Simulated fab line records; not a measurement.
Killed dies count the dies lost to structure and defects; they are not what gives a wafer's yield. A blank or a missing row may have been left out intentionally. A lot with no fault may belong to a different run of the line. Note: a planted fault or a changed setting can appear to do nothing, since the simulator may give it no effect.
A sampling plan put to the test    flow nand_harc    one fab line, 40 faults that these records tell of, each judged on the records of the lots that it struck; 2 more are left out, because the records don't allow judging them
The plan consists of the line's own looks: route steps at which the wafer is read by a gauge or an inspection but not changed. Where struck wafers have a number at a look and the file lists that look's usual mean and standard deviation on fault-free wafers, the look can be judged. Caught: 4 or more of those standard deviations (sigma) separate the usual mean from the mean of the struck wafers at a look after the fault's first step. On the tool: the same test on the tool's own readings at the fault's steps. It also counts as caught if the struck wafers ran another recipe or if their record alone is blank.

THE FAULTS, as the simulator had put them in
1. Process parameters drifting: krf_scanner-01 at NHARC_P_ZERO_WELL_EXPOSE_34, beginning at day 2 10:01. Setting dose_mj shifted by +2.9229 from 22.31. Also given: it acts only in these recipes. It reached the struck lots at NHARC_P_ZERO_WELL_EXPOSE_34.
2. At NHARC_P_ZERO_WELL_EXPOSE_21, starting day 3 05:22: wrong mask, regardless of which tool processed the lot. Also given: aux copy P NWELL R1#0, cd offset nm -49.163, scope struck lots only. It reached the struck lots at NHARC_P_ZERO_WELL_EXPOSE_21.
3. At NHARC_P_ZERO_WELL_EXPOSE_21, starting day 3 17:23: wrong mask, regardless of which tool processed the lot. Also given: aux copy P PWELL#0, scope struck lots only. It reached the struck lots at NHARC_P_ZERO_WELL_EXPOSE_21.
4. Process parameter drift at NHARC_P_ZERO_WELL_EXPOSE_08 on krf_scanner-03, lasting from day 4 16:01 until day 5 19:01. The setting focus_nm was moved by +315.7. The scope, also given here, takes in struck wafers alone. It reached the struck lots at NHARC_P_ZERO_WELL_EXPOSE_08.
5. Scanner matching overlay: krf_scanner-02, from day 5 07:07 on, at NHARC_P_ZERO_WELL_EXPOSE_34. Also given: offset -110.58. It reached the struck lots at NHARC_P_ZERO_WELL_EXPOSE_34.
6. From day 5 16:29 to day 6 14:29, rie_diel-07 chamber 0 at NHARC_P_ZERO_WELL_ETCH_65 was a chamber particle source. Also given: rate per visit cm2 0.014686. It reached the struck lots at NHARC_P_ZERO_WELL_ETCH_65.
7. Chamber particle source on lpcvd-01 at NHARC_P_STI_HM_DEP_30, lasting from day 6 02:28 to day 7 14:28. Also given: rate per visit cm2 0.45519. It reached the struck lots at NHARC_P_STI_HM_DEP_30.
8. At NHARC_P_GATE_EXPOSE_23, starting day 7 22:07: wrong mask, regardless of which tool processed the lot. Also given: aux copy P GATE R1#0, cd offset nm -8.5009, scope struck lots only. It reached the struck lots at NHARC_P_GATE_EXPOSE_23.
9. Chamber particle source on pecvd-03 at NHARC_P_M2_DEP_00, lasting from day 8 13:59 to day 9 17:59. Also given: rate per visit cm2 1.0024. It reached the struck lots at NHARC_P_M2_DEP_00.
10. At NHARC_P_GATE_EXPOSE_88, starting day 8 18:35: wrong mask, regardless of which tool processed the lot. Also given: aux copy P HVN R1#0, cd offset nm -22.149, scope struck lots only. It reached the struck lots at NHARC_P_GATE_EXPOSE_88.
11. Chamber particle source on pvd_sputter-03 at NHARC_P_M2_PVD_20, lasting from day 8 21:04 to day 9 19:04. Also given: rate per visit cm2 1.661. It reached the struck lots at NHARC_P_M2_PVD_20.
12. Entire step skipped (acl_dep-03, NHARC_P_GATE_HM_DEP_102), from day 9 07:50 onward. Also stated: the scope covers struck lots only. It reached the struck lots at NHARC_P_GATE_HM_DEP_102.
13. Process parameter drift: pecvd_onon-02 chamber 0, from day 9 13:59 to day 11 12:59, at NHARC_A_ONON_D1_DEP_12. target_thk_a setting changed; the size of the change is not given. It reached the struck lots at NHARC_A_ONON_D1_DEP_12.
14. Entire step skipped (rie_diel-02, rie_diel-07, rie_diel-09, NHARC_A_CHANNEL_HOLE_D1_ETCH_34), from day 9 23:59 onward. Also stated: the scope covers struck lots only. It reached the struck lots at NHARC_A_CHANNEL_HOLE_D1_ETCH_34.
15. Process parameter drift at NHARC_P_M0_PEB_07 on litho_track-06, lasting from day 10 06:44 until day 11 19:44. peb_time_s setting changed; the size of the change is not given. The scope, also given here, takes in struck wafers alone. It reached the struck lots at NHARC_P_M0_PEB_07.
16. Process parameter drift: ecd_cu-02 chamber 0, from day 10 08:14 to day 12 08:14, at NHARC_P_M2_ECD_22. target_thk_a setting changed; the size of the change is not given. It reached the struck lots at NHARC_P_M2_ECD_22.
17. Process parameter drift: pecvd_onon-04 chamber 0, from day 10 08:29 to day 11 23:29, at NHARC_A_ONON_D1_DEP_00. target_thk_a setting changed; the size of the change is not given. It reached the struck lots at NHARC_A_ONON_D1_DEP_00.
18. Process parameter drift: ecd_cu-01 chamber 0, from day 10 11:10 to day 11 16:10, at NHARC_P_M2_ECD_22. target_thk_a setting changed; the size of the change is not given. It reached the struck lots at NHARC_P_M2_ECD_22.
19. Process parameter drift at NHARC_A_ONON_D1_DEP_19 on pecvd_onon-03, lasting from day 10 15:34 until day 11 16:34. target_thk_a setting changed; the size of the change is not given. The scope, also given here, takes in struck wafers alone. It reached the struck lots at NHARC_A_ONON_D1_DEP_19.
20. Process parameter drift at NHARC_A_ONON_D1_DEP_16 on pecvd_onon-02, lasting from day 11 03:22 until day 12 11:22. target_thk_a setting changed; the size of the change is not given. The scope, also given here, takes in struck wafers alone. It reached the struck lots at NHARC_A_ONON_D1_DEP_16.
21. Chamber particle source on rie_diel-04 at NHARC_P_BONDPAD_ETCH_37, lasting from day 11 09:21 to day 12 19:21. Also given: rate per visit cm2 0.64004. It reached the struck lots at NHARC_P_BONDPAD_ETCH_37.
22. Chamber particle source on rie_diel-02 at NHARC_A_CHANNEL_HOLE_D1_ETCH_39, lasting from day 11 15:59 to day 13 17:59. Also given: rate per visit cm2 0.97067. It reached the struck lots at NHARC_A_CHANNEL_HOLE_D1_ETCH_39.
23. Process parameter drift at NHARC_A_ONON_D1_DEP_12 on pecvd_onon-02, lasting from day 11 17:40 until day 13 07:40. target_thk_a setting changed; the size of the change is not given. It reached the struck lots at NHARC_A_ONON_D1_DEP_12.
24. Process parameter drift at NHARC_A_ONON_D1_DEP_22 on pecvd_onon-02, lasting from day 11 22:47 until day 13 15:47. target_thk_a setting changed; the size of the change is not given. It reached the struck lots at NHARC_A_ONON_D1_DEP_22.
25. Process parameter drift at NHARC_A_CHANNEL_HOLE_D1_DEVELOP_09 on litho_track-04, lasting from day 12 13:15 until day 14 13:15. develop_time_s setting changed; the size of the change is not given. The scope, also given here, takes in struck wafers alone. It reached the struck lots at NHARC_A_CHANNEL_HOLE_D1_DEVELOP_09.
26. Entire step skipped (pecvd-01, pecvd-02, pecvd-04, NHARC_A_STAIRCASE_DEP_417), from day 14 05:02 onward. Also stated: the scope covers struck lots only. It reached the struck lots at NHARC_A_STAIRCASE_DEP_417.
27. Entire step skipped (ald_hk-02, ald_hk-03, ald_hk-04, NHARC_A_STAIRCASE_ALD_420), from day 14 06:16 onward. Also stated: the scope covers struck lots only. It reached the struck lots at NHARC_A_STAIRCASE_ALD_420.
28. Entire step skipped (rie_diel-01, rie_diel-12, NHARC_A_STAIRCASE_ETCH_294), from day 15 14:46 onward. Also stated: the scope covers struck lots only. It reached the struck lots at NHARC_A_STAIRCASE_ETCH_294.
29. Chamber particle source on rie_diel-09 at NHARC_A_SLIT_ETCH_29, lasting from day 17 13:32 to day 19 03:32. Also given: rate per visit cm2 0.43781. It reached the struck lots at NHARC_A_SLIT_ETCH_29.
30. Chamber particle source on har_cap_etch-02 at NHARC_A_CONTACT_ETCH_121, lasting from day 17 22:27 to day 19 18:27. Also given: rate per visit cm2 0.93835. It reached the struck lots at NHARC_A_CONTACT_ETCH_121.
31. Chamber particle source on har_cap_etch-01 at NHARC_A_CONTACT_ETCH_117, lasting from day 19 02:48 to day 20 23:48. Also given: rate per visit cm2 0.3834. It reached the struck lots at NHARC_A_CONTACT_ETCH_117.
32. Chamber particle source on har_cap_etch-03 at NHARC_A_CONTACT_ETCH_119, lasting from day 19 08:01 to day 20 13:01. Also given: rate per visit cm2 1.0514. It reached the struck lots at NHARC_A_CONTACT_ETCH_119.
33. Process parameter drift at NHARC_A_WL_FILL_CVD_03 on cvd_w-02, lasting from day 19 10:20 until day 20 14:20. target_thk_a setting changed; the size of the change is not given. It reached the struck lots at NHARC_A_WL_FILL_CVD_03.
34. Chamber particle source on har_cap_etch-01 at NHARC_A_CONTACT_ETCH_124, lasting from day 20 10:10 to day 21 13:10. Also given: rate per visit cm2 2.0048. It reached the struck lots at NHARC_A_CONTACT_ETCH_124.
35. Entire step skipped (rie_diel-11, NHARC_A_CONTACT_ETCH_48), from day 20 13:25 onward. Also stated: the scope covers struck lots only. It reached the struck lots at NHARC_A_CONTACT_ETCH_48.
36. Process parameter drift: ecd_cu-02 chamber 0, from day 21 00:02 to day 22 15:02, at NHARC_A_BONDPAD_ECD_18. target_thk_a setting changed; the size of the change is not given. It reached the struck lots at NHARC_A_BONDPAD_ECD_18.
37. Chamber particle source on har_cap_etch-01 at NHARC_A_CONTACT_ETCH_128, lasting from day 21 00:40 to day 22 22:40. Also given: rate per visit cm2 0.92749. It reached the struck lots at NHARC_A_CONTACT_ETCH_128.
38. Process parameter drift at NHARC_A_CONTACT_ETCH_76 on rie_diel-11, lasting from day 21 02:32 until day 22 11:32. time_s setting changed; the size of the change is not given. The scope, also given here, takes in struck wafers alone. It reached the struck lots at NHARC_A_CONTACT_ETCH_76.
39. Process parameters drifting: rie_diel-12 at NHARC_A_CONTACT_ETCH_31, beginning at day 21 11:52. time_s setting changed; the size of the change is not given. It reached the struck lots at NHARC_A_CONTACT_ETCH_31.
40. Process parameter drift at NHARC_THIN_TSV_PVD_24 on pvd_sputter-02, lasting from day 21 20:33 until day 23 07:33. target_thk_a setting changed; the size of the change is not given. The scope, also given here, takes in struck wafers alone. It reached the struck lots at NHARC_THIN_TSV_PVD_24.

WHAT THE PLAN SAW
fault  on the tool itself                                first look that catches it                       reading, sigma                                             median hours from its first step to that look  hours from the fault's start to the first struck lot there  judged looks passed uncaught
1      exposure_dose_mJ_cm2 +99 or beyond sigma          NHARC_P_ZERO_WELL_CD_MEAS_37                     cd_nm +9.1                                                 0.2                                            6                                                           0
2      no reading that can be judged                     NHARC_P_ZERO_WELL_CD_MEAS_24                     cd_nm -23                                                  0.1                                            3                                                           0
3      no reading that can be judged                     NHARC_END_SORT_01                                killed_at_periphery +99 or beyond                          428.8                                          431                                                         0
4      under 2 sigma                                     NHARC_P_ZERO_WELL_CD_MEAS_11                     cd_nm +4.6                                                 0.2                                            3                                                           0
5      under 2 sigma                                     NHARC_END_SORT_01                                killed_at_periphery +38                                    428.7                                          441                                                         2
6      under 2 sigma                                     not the one look that can be judged after it     strongest: killed_at_periphery at NHARC_END_SORT_01, +3.8  -                                              -                                                           1
7      under 2 sigma                                     NHARC_P_STI_INSPECT_11                           raw_defect_count +99 or beyond                             4.2                                            12                                                          1
8      no reading that can be judged                     NHARC_P_GATE_CD_MEAS_26                          cd_nm -9.7                                                 0.1                                            0                                                           0
9      no reading that can be judged                     NHARC_P_M2_INSPECT_11                            raw_defect_count +99 or beyond                             1.0                                            21                                                          0
10     under 2 sigma                                     NHARC_P_GATE_CD_MEAS_91                          cd_nm -9.4                                                 0.2                                            4                                                           0
11     under 2 sigma                                     NHARC_END_SORT_01                                killed_at_periphery +32                                    303.1                                          315                                                         4
12     the tool's record is blank for the struck wafers  NHARC_P_GATE_INSPECT_68                          raw_defect_count +47                                       20.7                                           23                                                          3
13     under 2 sigma                                     NHARC_A_ONON_D1_THK_MEAS_14                      thk_nm -38                                                 0.5                                            5                                                           0
14     the tool's record is blank for the struck wafers  NHARC_END_SORT_01                                killed_at_array +66                                        272.9                                          275                                                         0
15     heater_power_total_W +72 sigma                    NHARC_P_M0_CD_MEAS_09                            cd_nm -10                                                  0.1                                            33                                                          0
16     no reading that can be judged                     not the one look that can be judged after it     -                                                          -                                              -                                                           1
17     under 2 sigma                                     NHARC_A_ONON_D1_THK_MEAS_02                      thk_nm -32                                                 0.5                                            10                                                          0
18     no reading that can be judged                     not the one look that can be judged after it     -                                                          -                                              -                                                           1
19     under 2 sigma                                     NHARC_A_ONON_D1_THK_MEAS_21                      thk_nm +71                                                 0.5                                            13                                                          0
20     under 2 sigma                                     NHARC_A_ONON_D1_THK_MEAS_18                      thk_nm +99 or beyond                                       0.4                                            0                                                           0
21     under 2 sigma                                     NHARC_END_SORT_01                                killed_at_periphery +24                                    320.0                                          330                                                         1
22     under 2 sigma                                     NHARC_A_CHANNEL_HOLE_D1_INSPECT_40               raw_defect_count +37                                       6.8                                            12                                                          1
23     under 2 sigma                                     NHARC_A_ONON_D1_THK_MEAS_14                      thk_nm -37                                                 0.4                                            4                                                           0
24     under 2 sigma                                     NHARC_A_ONON_D1_THK_MEAS_24                      thk_nm +51                                                 0.4                                            7                                                           0
25     under 2 sigma                                     none of the 3 looks that can be judged after it  -                                                          -                                              -                                                           3
26     the tool's record is blank for the struck wafers  NHARC_END_SORT_01                                killed_at_array +66                                        179.4                                          169                                                         0
27     the tool's record is blank for the struck wafers  NHARC_END_SORT_01                                killed_at_array +66                                        174.4                                          168                                                         0
28     the tool's record is blank for the struck wafers  NHARC_END_SORT_01                                killed_dies +66                                            192.2                                          193                                                         0
29     under 2 sigma                                     NHARC_END_SORT_01                                killed_dies +5.1                                           122.6                                          117                                                         2
30     under 2 sigma                                     NHARC_END_SORT_01                                killed_at_array +8.0                                       69.2                                           86                                                          1
31     no reading that can be judged                     NHARC_END_SORT_01                                killed_dies +6.3                                           69.3                                           70                                                          0
32     no reading that can be judged                     NHARC_END_SORT_01                                killed_at_array +9.4                                       75.4                                           76                                                          1
33     under 2 sigma                                     NHARC_END_SORT_01                                killed_at_array +29                                        114.9                                          115                                                         0
34     no reading that can be judged                     NHARC_END_SORT_01                                killed_at_array +9.5                                       75.8                                           84                                                          1
35     the tool's record is blank for the struck wafers  NHARC_END_SORT_01                                killed_at_array +66                                        83.0                                           82                                                          0
36     under 2 sigma                                     NHARC_END_SORT_01                                sort_bin_2_pct +99 or beyond                               33.5                                           38                                                          0
37     no reading that can be judged                     NHARC_END_SORT_01                                killed_at_array +8.6                                       69.2                                           80                                                          0
38     run_length_s -99 or beyond sigma                  NHARC_END_SORT_01                                killed_dies +66                                            67.6                                           99                                                          0
39     run_length_s -99 or beyond sigma                  NHARC_END_SORT_01                                killed_at_array +40                                        57.9                                           88                                                          0
40     no reading that can be judged                     NHARC_END_SORT_01                                killed_at_other +99 or beyond                              14.2                                           17                                                          0
A dash: this means the fault isn't caught or the number doesn't appear in these records.

Caught at a look: 36 of 40. Caught on the tool: 10 of 40. By one or the other: 36 of 40.
Caught at a look alone: faults 2, 3, 4, 5, 7, 8, 9, 10, 11, 13, 17, 19, 20, 21, 22, 23, 24, 29, 30, 31, 32, 33, 34, 36, 37, 40.
Caught by neither: faults 6, 16, 18, 25.

THINNER SAMPLING
Were the look that catches a fault to measure just every second or every third lot (counted by lot number), the first struck lot would, at worst, be measured this late:
fault  struck lots at that look, in order of time  every lot  every second lot  every third lot
1      L596, L598                                  6 h        may miss all 2    may miss all 2
2      L939                                        3 h        may miss it       may miss it
3      L844                                        431 h      may miss it       may miss it
4      L777, L778, L780                            3 h        9 h               may miss all 3
5      L475, L479                                  441 h      may miss all 2    may miss all 2
7      L877, L878                                  12 h       12 h              may miss all 2
8      L377                                        0 h        may miss it       may miss it
9      L198, L197                                  21 h       23 h              may miss all 2
10     L912                                        4 h        may miss it       may miss it
11     L115, L114                                  315 h      319 h             may miss all 2
12     L913, L912                                  23 h       25 h              may miss all 2
13     L656, L655                                  5 h        12 h              may miss all 2
14     L635, L637, L636                            275 h      285 h             285 h
15     L413                                        33 h       may miss it       may miss it
17     L624, L627                                  10 h       28 h              may miss all 2
19     L705, L704                                  13 h       13 h              may miss all 2
20     L981, L980, L986                            0 h        1 h               may miss all 3
21     L842, L844                                  330 h      may miss all 2    may miss all 2
22     L921, L922, L923                            12 h       21 h              28 h
23     L143, L147                                  4 h        may miss all 2    may miss all 2
24     L789, L791                                  7 h        may miss all 2    may miss all 2
26     L700, L699, L697                            169 h      179 h             may miss all 3
27     L473, L471, L472                            168 h      178 h             178 h
28     L833, L834                                  193 h      194 h             may miss all 2
29     L144, L148, L149                            117 h      154 h             154 h
30     L373, L376                                  86 h       102 h             may miss all 2
31     L749, L750                                  70 h       80 h              may miss all 2
32     L840, L841                                  76 h       110 h             may miss all 2
33     L781, L783                                  115 h      may miss all 2    may miss all 2
34     L124, L129                                  84 h       94 h              may miss all 2
35     L451, L452                                  82 h       88 h              may miss all 2
36     L865, L867                                  38 h       may miss all 2    may miss all 2
37     L145, L148                                  80 h       99 h              may miss all 2
38     L370                                        99 h       may miss it       may miss it
39     L596                                        88 h       may miss it       may miss it
40     L753, L754                                  17 h       52 h              may miss all 2
Hours count from the start of the fault until the first struck lot that is measured. Since the struck wafers were tested as one group against 4 sigma, a single lot by itself may lie under the limit. Other struck lots may not be in these records.

THE LONGEST TIMED WAY FROM STEP TO LOOK
Fault 3: a median of 428.8 hours passes between NHARC_P_ZERO_WELL_EXPOSE_21 and NHARC_END_SORT_01. No look between them can be judged.
